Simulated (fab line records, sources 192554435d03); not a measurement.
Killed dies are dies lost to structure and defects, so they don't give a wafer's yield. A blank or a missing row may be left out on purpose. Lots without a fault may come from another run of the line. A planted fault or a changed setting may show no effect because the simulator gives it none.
fab line records | flow n5_finfet
record lots=15 wafers=45 last_day=18
route steps=1938 shown BEOL_M6@1254 BEOL_M7@1264
lots that met no fault: from a run of the same line without faults
start_h: hours from the record's first day to the start of the lot's first wafer shown | wait_h: hours since the lot's step before | " the same as in the row above | L1.1+2: a row that stands for several wafers | - no value, or no start given | * or withheld: withheld | < > ~ a bound
route shown NAME@n: a module of which the file shows steps, and the number in the route of the first | usual: mean/standard deviation of fault-free wafers | same: alike in all rows | chamber/n: place in a boat | sites: the reading at each site | _std_site: their standard deviation | _edge_site: outer sites' mean less inner sites' | radius_mm: how far each site lies from the wafer's centre | mask NAME#n: copy n | behind: the tool/chamber that last shaped the wafer | hold: why the lot was held/for how many hours/how that ended | device: the transistor (n, p or np) that didn't switch | end of line: the same wafers' tests at the end of the route | a step without rows: its recipe alone | killed: dies lost to structure and defects at the first sort, not the wafer's yield | map: a wafer's dies, x killed, . not, _ none there
set.NAME: the setting as run; set.NAME@STEP: as run at that earlier step | model.NAME: the simulator's own value behind a step, which no gauge read
steps of the route over a sample of lots; a table a step, a row a wafer
services: from which hour (start_h, from the record's first day; less than 0 if before it) a tool's chamber was out of use, for how many hours, and why
## steps
# step N5_BEOL_M6_SPUTTER_48
# recipe material=Cu target_thk_a=100 temp_c=-20 bias_v=60 power_w=26000 chamber_pressure_pa=0.13 time_s=1.667
# usual throttle_valve_pct=30.0/0.8
# same time_s=1.667
# columns lot.wafer tool chamber start_h wait_h throttle_valve_pct
L127.1 pvd_sputter-01 - 215.70 0.1 28.1
L127.2 " - " " 29.7
L127.6 " - " " 30.3
L131.1 pvd_sputter-02 - 220.57 0.1 30.6
L131.4 " - " " 30.0
L131.5 " - " " 29.5
L130.1 pvd_sputter-02 - 221.05 0.1 28.8
L130.2 " - " " 30.8
L130.6 " - " " 29.7
L135.2 pvd_sputter-03 - 248.99 0.5 31.1
L135.4 " - " " 30.8
L135.6 " - " " 30.7
L136.1 pvd_sputter-03 - 249.25 0.1 30.1
L136.3 " - " " 31.0
L136.5 " - " " 30.6
L134.2 pvd_sputter-03 - 250.93 0.1 30.7
L134.5 " - " " 31.0
L134.6 " - " " 30.7
L140.2 pvd_sputter-02 - 277.83 0.1 29.5
L140.3 " - " " 30.8
L140.6 " - " " 29.9
L137.3 pvd_sputter-03 - 282.97 0.1 31.2
L137.4 " - " " 30.8
L137.5 " - " " 30.9
L142.1 pvd_sputter-02 - 283.54 0.1 28.9
L142.2 " - " " 29.5
L142.3 " - " " 29.7
L141.1 pvd_sputter-02 - 290.73 0.5 30.7
L141.3 " - " " 29.0
L141.4 " - " " 29.5
L144.2 pvd_sputter-02 - 291.83 0.1 29.4
L144.4 " - " " 29.0
L144.5 " - " " 30.9
L147.4 pvd_sputter-03 - 316.72 0.1 29.7
L147.5 " - " " 30.8
L147.6 " - " " 30.1
L146.3 pvd_sputter-02 - 317.59 0.1 30.8
L146.4 " - " " 29.3
L146.6 " - " " 29.3
L148.2 pvd_sputter-01 - 333.21 1.4 29.5
L148.3 " - " " 30.5
L148.5 " - " " 29.1
L149.1 pvd_sputter-01 - 353.69 0.3 29.6
L149.4 " - " " 28.2
L149.5 " - " " 28.0
# step N5_BEOL_M6_DEP_56
# recipe material=SiCN target_thk_a=100 temp_c=withheld precursor=3MS/NH3 pressure_torr=3 rf_w=202 time_s=17.5
# usual showerhead_plenum_p_Torr=3.664/0.011 throttle_valve_pct=9.1/0.47
# same time_s=17.5
# columns lot.wafer tool chamber start_h wait_h showerhead_plenum_p_Torr throttle_valve_pct
L127.1 pecvd-02 2 216.64 0.0 3.648 9.3
L127.2 " 1 " " 3.665 9.0
L127.6 " 1 " " 3.659 8.8
L131.1 pecvd-02 2 221.73 0.0 3.655 9.3
L131.4 " 2 " " 3.653 9.2
L131.5 " 1 " " 3.654 9.3
L130.1 pecvd-03 0 222.01 0.0 3.676 8.8
L130.2 " 1 " " 3.661 9.6
L130.6 " 0 " " 3.671 8.8
L135.2 pecvd-04 0 249.94 0.0 3.686 9.1
L135.4 " 1 " " 3.650 8.6
L135.6 " 0 " " 3.683 8.9
L136.1 pecvd-02 2 250.22 0.0 3.657 9.4
L136.3 " 0 " " 3.680 10.1
L136.5 " 2 " " 3.655 9.1
L134.2 pecvd-03 1 252.17 0.0 3.676 9.3
L134.5 " 1 " " 3.672 9.6
L134.6 " 0 " " 3.667 8.9
L140.2 pecvd-02 2 280.73 0.0 3.662 9.3
L140.3 " 0 " " 3.675 9.7
L140.6 " 2 " " 3.653 9.1
L137.3 pecvd-03 1 285.47 0.0 3.675 9.3
L137.4 " 1 " " 3.666 9.8
L137.5 " 0 " " 3.680 8.9
L142.1 pecvd-02 2 285.74 0.0 3.653 8.9
L142.2 " 1 " " 3.654 9.1
L142.3 " 0 " " 3.679 9.6
L141.1 pecvd-02 0 293.18 0.0 3.684 9.6
L141.3 " 1 " " 3.663 8.7
L141.4 " 1 " " 3.656 9.1
L144.2 pecvd-04 1 295.12 0.0 3.643 8.6
L144.4 " 0 " " 3.675 8.7
L144.5 " 0 " " 3.675 8.9
L147.4 pecvd-02 0 320.06 0.0 3.679 9.8
L147.5 " 2 " " 3.653 9.2
L147.6 " 1 " " 3.665 8.9
L146.3 pecvd-02 2 321.60 0.0 3.657 9.5
L146.4 " 1 " " 3.650 9.1
L146.6 " 2 " " 3.658 9.5
L148.2 pecvd-04 1 334.96 0.0 3.653 8.6
L148.3 " 2 " " 3.658 8.2
L148.5 " 1 " " 3.644 8.7
L149.1 pecvd-02 1 354.58 0.0 3.651 9.0
L149.4 " 2 " " 3.653 9.2
L149.5 " 0 " " 3.676 9.6
# step N5_BEOL_M7_CURE_74
# recipe temp_c=385 time_s=240 ambient=He/Ar material=SiCOH_lowk
# usual lamp_power_pct=52.32/0.054 wafer_temp_C_max=386.8/0.51
# same time_s=240
# columns lot.wafer tool chamber start_h wait_h lamp_power_pct wafer_temp_C_max
L127.1 uv_cure-02 1 216.89 0.1 52.34 386.7
L127.2 " 1 " " 52.37 386.8
L127.6 " 1 " " 52.34 386.5
L131.1 uv_cure-03 0 221.94 0.1 52.29 387.2
L131.4 " 0 " " 52.33 387.9
L131.5 " 0 " " 52.43 386.7
L130.1 uv_cure-01 1 222.25 0.1 52.36 387.5
L130.2 " 1 " " 52.33 387.3
L130.6 " 1 " " 52.30 386.9
L135.2 uv_cure-03 0 250.22 0.1 52.30 386.9
L135.4 " 0 " " 52.33 386.1
L135.6 " 0 " " 52.36 386.6
L136.1 uv_cure-01 0 250.42 0.0 52.32 387.4
L136.3 " 0 " " 52.36 386.6
L136.5 " 0 " " 52.36 387.0
L134.2 uv_cure-03 2 252.49 0.1 52.27 386.5
L134.5 " 2 " " 52.32 386.5
L134.6 " 2 " " 52.31 386.5
L140.2 uv_cure-01 0 281.01 0.1 52.26 386.8
L140.3 " 0 " " 52.36 386.8
L140.6 " 0 " " 52.29 387.0
L137.3 uv_cure-03 0 285.83 0.2 52.31 386.5
L137.4 " 0 " " 52.24 387.5
L137.5 " 0 " " 52.34 387.1
L142.1 uv_cure-02 1 285.94 0.0 52.33 387.1
L142.2 " 1 " " 52.34 387.3
L142.3 " 1 " " 52.33 386.7
L141.1 uv_cure-03 0 293.38 0.0 52.18 386.3
L141.3 " 0 " " 52.33 386.8
L141.4 " 0 " " 52.33 386.4
L144.2 uv_cure-01 1 295.41 0.1 52.30 387.6
L144.4 " 1 " " 52.35 387.3
L144.5 " 1 " " 52.25 388.0
L147.4 uv_cure-02 2 320.72 0.5 52.30 386.2
L147.5 " 2 " " 52.41 386.4
L147.6 " 2 " " 52.32 386.1
L146.3 uv_cure-03 2 321.96 0.2 52.32 386.6
L146.4 " 2 " " 52.35 386.2
L146.6 " 2 " " 52.31 386.7
L148.2 uv_cure-01 2 335.24 0.1 52.34 386.1
L148.3 " 2 " " 52.37 386.4
L148.5 " 2 " " 52.24 385.7
L149.1 uv_cure-01 2 354.77 0.0 52.25 385.8
L149.4 " 2 " " 52.33 386.3
L149.5 " 2 " " 52.33 385.9
# step N5_BEOL_M7_ETCH_61
# recipe chemistry=CF4 target=SiARC target_depth_a=455 mask_material=CAR-ArF time_s=75.8 ion_energy_ev=80 pressure_mtorr=40 source_w=545 bias_w=36 Ar_flow_sccm=100 cf4_flow_sccm=100 ends=cleared
# usual bias_w=36.00/0.11 cf4_flow_sccm=100.0/0.3 drypump_motor_current_A=5.8/0.51 etch_rf_on_time_s=76.2/1.2 mfc_ar_sccm=99.98/0.28 oes_product_au=0.65/0.068 rf_vpp_V=184.0/1.1 showerhead_plenum_p_Torr=2.12/0.063 throttle_valve_pct=15.53/0.28
# columns lot.wafer tool chamber start_h wait_h bias_w cf4_flow_sccm drypump_motor_current_A etch_rf_on_time_s mfc_ar_sccm oes_product_au rf_hours_counter_h rf_vpp_V showerhead_plenum_p_Torr throttle_valve_pct
L127.1 rie_diel-04 0 219.56 0.0 36.02 99.9 5.9 75.9 99.75 0.63 143 181.8 1.98 15.61
L127.2 " 2 " " 35.96 100.1 5.2 77.4 100.05 0.63 159 184.2 2.13 15.27
L127.6 " 2 " " 35.98 99.7 5.2 78.1 99.91 0.63 - 185.1 2.13 15.25
L131.1 rie_diel-03 1 223.60 0.0 36.14 99.7 6.3 76.9 100.34 0.58 237 185.2 2.19 15.45
L131.4 " 2 " " 36.03 100.4 5.6 76.6 99.56 0.62 217 182.5 2.12 15.89
L131.5 " 2 " " 35.81 99.8 5.6 75.8 100.13 0.62 - 183.4 2.12 15.88
L130.1 rie_diel-03 0 223.91 0.0 36.11 99.7 5.1 78.1 99.53 0.58 246 183.9 2.12 16.01
L130.2 " 3 " " 35.96 100.1 5.8 75.6 100.29 0.65 109 184.0 2.15 15.37
L130.6 " 3 " " 35.95 100.2 5.8 75.8 100.05 0.66 - 185.3 2.15 15.38
L135.2 rie_diel-03 2 251.48 0.0 36.03 99.9 5.6 76.1 100.52 0.62 225 182.8 2.11 15.89
L135.4 " 2 " " 35.98 100.5 5.6 76.2 100.10 0.62 - 185.1 2.11 15.89
L135.6 " 3 " " 36.08 100.1 5.8 75.6 100.11 0.65 - 183.4 2.15 15.39
L136.1 rie_diel-04 3 253.51 0.0 36.25 100.0 6.3 75.5 100.38 0.61 225 185.6 2.12 15.67
L136.3 " 1 " " 35.95 100.3 5.3 77.1 99.99 0.68 105 182.8 2.07 15.25
L136.5 " 1 " " 36.01 100.5 5.3 76.3 99.88 0.69 - 182.3 2.07 15.25
L134.2 rie_diel-03 3 253.95 0.0 36.08 100.4 5.8 75.8 100.13 0.65 118 185.1 2.15 15.40
L134.5 " 3 " " 36.09 100.0 5.8 76.1 100.23 0.64 - 184.9 2.15 15.41
L134.6 " 2 " " 35.73 99.7 5.6 76.8 99.57 0.61 - 183.9 2.11 15.90
L140.2 rie_diel-04 1 283.64 0.0 35.91 99.7 5.3 76.1 100.64 0.68 114 183.0 2.06 15.27
L140.3 " 3 " " 36.14 100.2 6.2 75.8 99.59 0.60 233 184.6 2.12 15.70
L140.6 " 0 " " 36.14 99.8 5.9 76.3 99.80 0.62 - 181.4 1.97 15.64
L137.3 rie_diel-02 2 286.87 0.0 - - - - - - - - - -
L137.4 " 2 " " - - - - - - - - - -
L137.5 " 3 " " - - - - - - - - - -
L142.1 rie_diel-03 3 287.17 0.0 - - - - - - - - - -
L142.2 " 1 " " - - - - - - - - - -
L142.3 " 2 " " - - - - - - - - - -
L141.1 rie_diel-03 2 296.34 0.0 - - - - - - - - - -
L141.3 " 1 " " - - - - - - - - - -
L141.4 " 0 " " - - - - - - - - - -
L144.2 rie_diel-03 1 296.70 0.0 36.08 99.5 6.3 75.7 99.76 0.80 4 184.9 2.19 15.00
L144.4 " 0 " " 36.03 99.3 5.1 76.1 99.67 0.80 7 184.4 2.12 15.54
L144.5 " 2 " " 35.85 100.1 5.6 76.8 100.46 0.61 - 183.4 2.11 15.90
L147.4 rie_diel-02 2 322.56 0.0 36.08 100.1 4.7 73.9 99.94 0.74 45 184.9 2.19 15.53
L147.5 " 0 " " 35.99 100.2 5.7 75.8 100.20 0.81 - 185.0 2.20 15.79
L147.6 " 3 " " 36.16 99.6 6.6 74.9 99.89 0.69 - 184.3 2.08 15.27
L146.3 rie_diel-03 3 323.11 0.0 35.98 99.9 5.8 75.8 99.78 0.63 137 183.6 2.14 15.43
L146.4 " 2 " " 35.86 100.1 5.6 76.1 100.54 0.61 - 183.9 2.11 15.93
L146.6 " 1 " " 36.07 100.5 6.3 74.6 99.41 0.79 - 184.0 2.19 15.01
L148.2 rie_diel-03 1 337.62 0.0 36.03 99.3 6.3 74.6 100.06 0.77 19 185.2 2.18 15.01
L148.3 " 3 " " 36.10 99.5 5.8 75.2 99.80 0.63 142 184.2 2.14 15.47
L148.5 " 2 " " 36.00 100.2 5.6 75.8 99.65 0.60 - 183.1 2.11 15.96
L149.1 rie_diel-04 2 356.53 0.0 36.10 99.6 5.1 78.2 99.82 0.61 203 184.1 2.12 15.37
L149.4 " 1 " " 36.12 99.7 5.3 75.8 99.58 0.66 138 181.7 2.05 15.31
L149.5 " 2 " " 35.96 99.8 5.2 77.7 100.14 0.60 - 182.9 2.12 15.35
# step N5_BEOL_M7_ETCH_62
# recipe chemistry=N2/H2 target=SOC target_depth_a=1100 overetch_a=220 mask_material=SiARC temp_c=40 time_s=165 ion_energy_ev=200 pressure_mtorr=30 source_w=840 bias_w=150 n2_flow_sccm=200 h2_flow_sccm=200
# usual bias_w=150.1/0.44 chamber_pressure_mTorr=30.003/0.028 drypump_motor_current_A=5.8/0.51 oes_product_au=0.65/0.064 rf_vpp_V=523.0/2.3 showerhead_plenum_p_Torr=2.51/0.076 throttle_valve_pct=17.75/0.27
# same time_s=165
# columns lot.wafer tool chamber start_h wait_h bias_w chamber_pressure_mTorr drypump_motor_current_A oes_product_au rf_hours_counter_h rf_vpp_V showerhead_plenum_p_Torr throttle_valve_pct
L127.1 rie_diel-04 0 219.62 0.0 150.2 30.028 5.9 0.63 143 518.7 2.36 17.88
L127.2 " 2 " " 150.0 29.992 5.2 0.63 159 523.5 2.53 17.54
L127.6 " 2 " " 150.0 30.038 5.2 0.63 - 523.7 2.53 17.53
L131.1 rie_diel-03 1 223.66 0.0 150.9 30.026 6.3 0.58 237 524.6 2.61 17.58
L131.4 " 2 " " 150.0 30.000 5.6 0.62 217 523.0 2.50 18.04
L131.5 " 2 " " 149.6 30.017 5.6 0.62 - 523.2 2.50 18.02
L130.1 rie_diel-03 0 223.96 0.0 150.1 30.021 5.1 0.59 246 522.4 2.49 18.12
L130.2 " 3 " " 150.5 29.982 5.8 0.65 109 524.4 2.57 17.73
L130.6 " 3 " " 149.9 30.015 5.8 0.65 - 524.9 2.57 17.74
L135.2 rie_diel-03 2 251.54 0.0 149.2 29.981 5.6 0.61 225 522.4 2.49 18.04
L135.4 " 2 " " 149.5 30.046 5.6 0.62 - 522.9 2.49 18.05
L135.6 " 3 " " 149.8 30.027 5.8 0.64 - 524.8 2.57 17.74
L136.1 rie_diel-04 3 253.57 0.0 150.3 30.007 6.3 0.61 225 522.5 2.50 17.79
L136.3 " 1 " " 150.6 30.001 5.3 0.69 105 522.4 2.46 17.57
L136.5 " 1 " " 150.5 30.014 5.3 0.68 - 522.0 2.46 17.58
L134.2 rie_diel-03 3 254.00 0.0 150.3 29.995 5.8 0.64 118 524.3 2.57 17.75
L134.5 " 3 " " 149.6 29.954 5.8 0.64 - 525.3 2.57 17.74
L134.6 " 2 " " 150.1 30.028 5.7 0.61 - 522.5 2.49 18.04
L140.2 rie_diel-04 1 283.69 0.0 150.7 30.023 5.3 0.68 114 521.1 2.45 17.61
L140.3 " 3 " " 150.4 30.002 6.3 0.60 233 523.0 2.50 17.79
L140.6 " 0 " " 149.5 29.963 5.9 0.61 - 517.3 2.35 17.92
L137.3 rie_diel-02 2 286.92 0.0 150.6 30.016 4.7 0.33 36 523.5 2.58 17.60
L137.4 " 2 " " 150.4 29.944 4.6 0.32 - 524.6 2.58 17.60
L137.5 " 3 " " 149.6 29.956 6.6 0.31 - 522.0 2.45 17.26
L142.1 rie_diel-03 3 287.22 0.0 149.9 29.935 5.8 0.29 126 523.2 2.57 17.71
L142.2 " 1 " " 149.9 29.972 6.3 0.37 1 525.3 2.61 17.14
L142.3 " 2 " " 149.9 29.996 5.6 0.27 234 523.3 2.49 17.98
L141.1 rie_diel-03 2 296.39 0.0 150.1 30.018 5.6 0.27 237 521.9 2.49 18.01
L141.3 " 1 " " 149.3 30.031 6.3 0.35 4 524.7 2.60 17.14
L141.4 " 0 " " 150.3 29.998 5.1 0.35 7 521.1 2.49 17.67
L144.2 rie_diel-03 1 296.76 0.0 150.5 29.956 6.3 0.80 4 525.7 2.60 17.23
L144.4 " 0 " " 150.4 29.987 5.1 0.79 7 523.4 2.49 17.72
L144.5 " 2 " " 149.3 30.007 5.6 0.60 - 522.2 2.49 18.06
L147.4 rie_diel-02 2 322.62 0.0 151.0 29.960 4.7 0.72 45 525.9 2.58 17.66
L147.5 " 0 " " 150.1 29.970 5.8 0.80 - 524.6 2.62 18.06
L147.6 " 3 " " 149.9 30.035 6.7 0.68 - 522.9 2.45 17.32
L146.3 rie_diel-03 3 323.16 0.0 149.5 29.971 5.8 0.63 137 523.7 2.56 17.77
L146.4 " 2 " " 150.4 29.993 5.6 0.61 - 524.5 2.48 18.09
L146.6 " 1 " " 150.7 29.974 6.3 0.77 - 523.6 2.60 17.22
L148.2 rie_diel-03 1 337.68 0.0 150.0 29.966 6.3 0.76 19 525.4 2.60 17.22
L148.3 " 3 " " 149.4 30.039 5.8 0.63 142 524.0 2.56 17.80
L148.5 " 2 " " 150.2 30.003 5.6 0.59 - 523.8 2.48 18.10
L149.1 rie_diel-04 2 356.58 0.0 151.0 29.993 5.1 0.61 203 522.1 2.51 17.61
L149.4 " 1 " " 150.8 30.040 5.3 0.66 138 520.6 2.44 17.64
L149.5 " 2 " " 150.6 30.005 5.2 0.61 - 522.5 2.51 17.62
# step N5_BEOL_M7_HM_OPEN_17
# recipe chemistry=Cl2/BCl3 target_depth_a=200 overetch_a=60 target=TiN mask_material=SOC ion_energy_ev=150 pressure_mtorr=10 icp_w=1000 bias_w=126 Cl2_flow_sccm=53.25 bcl3_flow_sccm=21.75 Ar_flow_sccm=25
# usual drypump_motor_current_A=6.1/0.34 mfc_ar_sccm=24.99/0.086 mfc_cl2_sccm=53.27/0.16 oes_product_au=0.64/0.085 throttle_valve_pct=22.09/0.26
# columns lot.wafer tool chamber start_h wait_h drypump_motor_current_A mfc_ar_sccm mfc_cl2_sccm oes_product_au rf_hours_counter_h throttle_valve_pct
L127.1 rie_metal-02 1 219.81 0.0 5.9 25.00 53.19 0.72 19 22.17
L127.2 " 0 " " 5.9 24.92 52.98 0.54 121 22.47
L127.6 " 0 " " 5.9 25.16 53.19 0.55 - 22.46
L131.1 rie_metal-01 1 223.84 0.0 6.3 24.88 53.49 0.72 24 21.72
L131.4 " 0 " " 6.3 25.02 53.19 0.57 - 22.25
L131.5 " 1 " " 6.3 25.00 53.35 0.71 - 21.72
L130.1 rie_metal-02 1 224.15 0.0 6.0 24.96 53.52 0.72 19 22.18
L130.2 " 0 " " 5.9 24.77 53.39 0.54 122 22.48
L130.6 " 1 " " 6.0 25.04 53.44 0.71 - 22.18
L135.2 rie_metal-03 1 251.72 0.0 6.4 25.01 53.14 0.61 65 22.42
L135.4 " 0 " " 5.3 24.99 53.35 0.54 - 21.94
L135.6 " 0 " " 5.3 24.94 53.22 0.54 - 21.95
L136.1 rie_metal-01 0 253.75 0.0 6.3 25.08 53.34 0.56 103 22.24
L136.3 " 1 " " 6.3 25.08 53.22 0.70 - 21.71
L136.5 " 0 " " 6.3 25.12 52.97 0.57 - 22.26
L134.2 rie_metal-02 1 254.19 0.0 5.9 24.96 53.24 0.71 23 22.19
L134.5 " 1 " " 5.9 25.00 52.80 0.71 - 22.19
L134.6 " 0 " " 5.9 25.06 53.26 0.84 - 22.11
L140.2 rie_metal-01 1 283.88 0.0 6.3 25.01 53.51 0.69 30 21.74
L140.3 " 0 " " 6.3 25.11 53.03 0.56 - 22.27
L140.6 " 1 " " 6.3 24.97 53.11 0.68 - 21.76
L137.3 rie_metal-03 1 287.14 0.1 6.4 25.06 53.24 0.27 - 23.08
L137.4 " 0 " " 5.3 24.96 53.19 0.24 - 22.59
L137.5 " 1 " " 6.4 25.09 53.29 0.27 - 23.08
L142.1 rie_metal-01 1 287.41 0.0 6.3 25.15 53.40 0.31 30 22.37
L142.2 " 0 " " 6.2 25.03 53.44 0.25 106 22.90
L142.3 " 1 " " 6.3 24.96 53.29 0.31 - 22.36
L141.1 rie_metal-01 1 296.58 0.0 6.3 24.91 53.09 0.30 30 22.38
L141.3 " 1 " " 6.3 24.97 53.31 0.30 - 22.38
L141.4 " 0 " " 6.3 24.94 53.18 0.25 - 22.90
L144.2 rie_metal-01 0 296.95 0.0 6.3 24.97 53.33 0.57 107 22.24
L144.4 " 1 " " 6.3 25.03 53.11 0.69 - 21.72
L144.5 " 0 " " 6.3 25.07 53.37 0.57 - 22.26
L147.4 rie_metal-02 1 322.83 0.1 5.9 25.11 53.39 0.70 - 22.17
L147.5 " 0 " " 5.9 24.87 53.22 0.79 - 22.09
L147.6 " 1 " " 6.0 25.10 53.25 0.69 - 22.18
L146.3 rie_metal-01 0 323.38 0.1 6.3 24.99 53.22 0.57 - 22.24
L146.4 " 1 " " 6.3 25.03 53.46 0.68 - 21.73
L146.6 " 1 " " 6.3 24.98 53.19 0.70 - 21.70
L148.2 rie_metal-02 1 337.86 0.0 5.9 25.17 53.15 0.69 30 22.19
L148.3 " 0 " " 5.9 24.77 53.37 0.79 - 22.10
L148.5 " 1 " " 5.9 25.10 52.92 0.69 - 22.18
L149.1 rie_metal-01 1 356.77 0.0 6.3 24.92 53.10 0.67 38 21.75
L149.4 " 1 " " 6.3 25.01 53.10 0.66 - 21.74
L149.5 " 1 " " 6.3 24.94 53.09 0.67 - 21.75
# step N5_BEOL_M7_CD_MEAS_18
# recipe pitch_nm=80 target_cd_nm=40
# usual cd_nm=40.2/0.51
# columns lot.wafer tool chamber start_h wait_h cd_nm
L127.1 cd_sem-01 - 219.99 0.0 40.3
L127.2 " - " " 40.2
L127.6 " - " " 39.4
L131.1 cd_sem-01 - 224.04 0.0 40.1
L131.4 " - " " 40.8
L131.5 " - " " 40.3
L130.1 cd_sem-03 - 224.33 0.0 39.8
L130.2 " - " " 40.1
L130.6 " - " " 40.6
L135.2 cd_sem-03 - 251.91 0.1 40.2
L135.4 " - " " 39.9
L135.6 " - " " 39.9
L136.1 cd_sem-03 - 253.93 0.0 40.9
L136.3 " - " " 40.6
L136.5 " - " " 40.2
L134.2 cd_sem-03 - 254.40 0.1 42.2
L134.5 " - " " 40.9
L134.6 " - " " 40.5
L140.2 cd_sem-03 - 284.18 0.1 39.8
L140.3 " - " " 39.6
L140.6 " - " " 39.5
L137.3 cd_sem-01 - 287.29 0.1 -
L137.4 " - " " -
L137.5 " - " " -
L142.1 cd_sem-02 - 287.59 0.0 -
L142.2 " - " " -
L142.3 " - " " -
L141.1 cd_sem-01 - 296.81 0.0 -
L141.3 " - " " -
L141.4 " - " " -
L144.2 cd_sem-03 - 297.13 0.1 40.8
L144.4 " - " " 40.8
L144.5 " - " " 41.0
L147.4 cd_sem-02 - 323.11 0.0 39.3
L147.5 " - " " 40.9
L147.6 " - " " 39.7
L146.3 cd_sem-03 - 323.54 0.1 40.1
L146.4 " - " " 39.4
L146.6 " - " " 40.0
L148.2 cd_sem-02 - 338.04 0.1 40.3
L148.3 " - " " 40.8
L148.5 " - " " 40.7
L149.1 cd_sem-02 - 357.04 0.0 40.8
L149.4 " - " " 40.3
L149.5 " - " " 39.2
## services
# columns tool chamber start_h hours kind
uv_cure-01 - 191.99 22.2 pm
pecvd-02 - 192.70 1.1 repair
uv_cure-03 - 198.18 3.4 pm
rie_metal-03 1 198.33 4.6 repair
pecvd-03 - 203.51 6.0 pm
rie_diel-04 1 209.51 16.5 repair
uv_cure-01 - 214.19 2.1 pm
rie_metal-03 0 219.50 2.8 repair
pecvd-02 0 223.39 11.9 repair
pecvd-03 - 225.10 5.1 repair
rie_diel-02 0 238.33 5.8 repair
rie_diel-03 0 241.10 - clean
pecvd-02 - 246.63 2.5 repair
uv_cure-02 - 270.32 7.5 pm
rie_diel-03 - 271.55 14.6 pm
uv_cure-02 - 281.91 2.4 repair
uv_cure-01 - 309.58 0.8 repair
pecvd-02 1 315.25 3.4 repair
rie_diel-03 0 318.78 21.1 repair
rie_diel-04 0 319.25 5.6 repair
uv_cure-02 - 328.53 7.5 pm
pecvd-02 - 328.67 1.5 repair
pecvd-03 1 341.51 5.2 repair
pecvd-04 - 343.24 1.7 repair
## key
first_sign step=N5_BEOL_M7_ETCH_61 reading=tool_record direction=missing
effect step=N5_BEOL_M7_ETCH_62 reading=oes_product_au direction=down sigmas=5.2 usual=0.65 struck=0.32
effect step=N5_BEOL_M7_HM_OPEN_17 reading=oes_product_au direction=down sigmas=4.3 usual=0.64 struck=0.28
effect step=N5_BEOL_M7_CD_MEAS_18 reading=cd_nm direction=missing
met_at N5_BEOL_M7_ETCH_61
struck_lots L137,L141,L142
later_rows_left_out L137.3,L137.4,L137.5,L141.1,L141.3,L141.4,L142.1,L142.2,L142.3
sort_left_out L137.3,L137.4,L137.5,L141.1,L141.3,L141.4,L142.1,L142.2,L142.3
not_acting_at N5_BEOL_M6_SPUTTER_48,N5_BEOL_M6_DEP_56,N5_BEOL_M7_CURE_74
onset_between 253.95 286.87
fault kind=skipped_step_whole tool=rie_diel-02,rie_diel-03 chamber=- onset_h=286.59 steps=N5_BEOL_M7_ETCH_61 scope=struck_lots_only
# sort_left_out: the simulated sort isn't trusted on such a fault, so these wafers' sort isn't shown, and their yield isn't known
# later_rows_left_out: the simulator's readings of these wafers behind a module that went badly wrong aren't trusted and aren't shown, but for the sort
